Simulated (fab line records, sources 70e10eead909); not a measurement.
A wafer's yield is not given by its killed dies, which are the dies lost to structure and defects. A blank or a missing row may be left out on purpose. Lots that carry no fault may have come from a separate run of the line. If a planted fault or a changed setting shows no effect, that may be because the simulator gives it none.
Matching of chambers | flow nand-harc | pecvd-02 running NHARC_A_CONTACT_DEP_85: 3 sister chambers
The step deposits SiON, target thk 60 nm. 6 wafers are shown with their chamber, then 9 later ones without.

== WAFERS, EACH WITH ITS CHAMBER ==
wafer  | chamber | showerhead-vpp-V (V) | heater-power-w (W)
L085.3 | 2       | 1170                 | 704
L085.4 | 1       | 1089                 | 789
L085.5 | 0       | 1080                 | 621
L084.1 | 0       | 1075                 | 667
L084.2 | 2       | 1166                 | 728
L084.6 | 1       | 1082                 | 788

== WAFERS WITH NO CHAMBER GIVEN ==
wafer  | showerhead-vpp-V (V) | heater-power-w (W)
L087.1 | 1152                 | 620
L087.5 | 1078                 | 824
L087.6 | 1101                 | 762
L090.1 | 1162                 | 634
L090.4 | 1086                 | 680
L090.5 | 1085                 | 762
L091.1 | 1081                 | 850
L091.3 | 1169                 | 608
L091.4 | 1097                 | 707

== CHAMBER TAKEN BY EACH ==
wafer  | from the rows above     | in truth
L087.1 | 2                       | 2
L087.5 | 1                       | 1
L087.6 | 1                       | 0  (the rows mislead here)
L090.1 | 2                       | 2
L090.4 | 0                       | 0
L090.5 | 1                       | 1
L091.1 | 1                       | 1
L091.3 | 2                       | 2
L091.4 | can't be placed: 1 or 0 | 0
Correct placement for 7 of the 9. Not placeable from these rows: 1 (in 1, the candidates include the true chamber). Placed wrongly: 1.
How it was worked out, from the rows above alone: a wafer's distance from a chamber is the root of the sum, over the readings, of the square of ((its reading less the chamber's mean) divided by the reading's scatter). The wafer belongs to the nearest chamber; if the next one is less than 2 further off, it can't be placed. For every chamber, the mean is computed from those of its wafers that are shown. How the scatter is found: for the shown wafers, subtract from each reading the mean of its chamber, square and add these, divide the total by (wafers less chambers), then take the root.
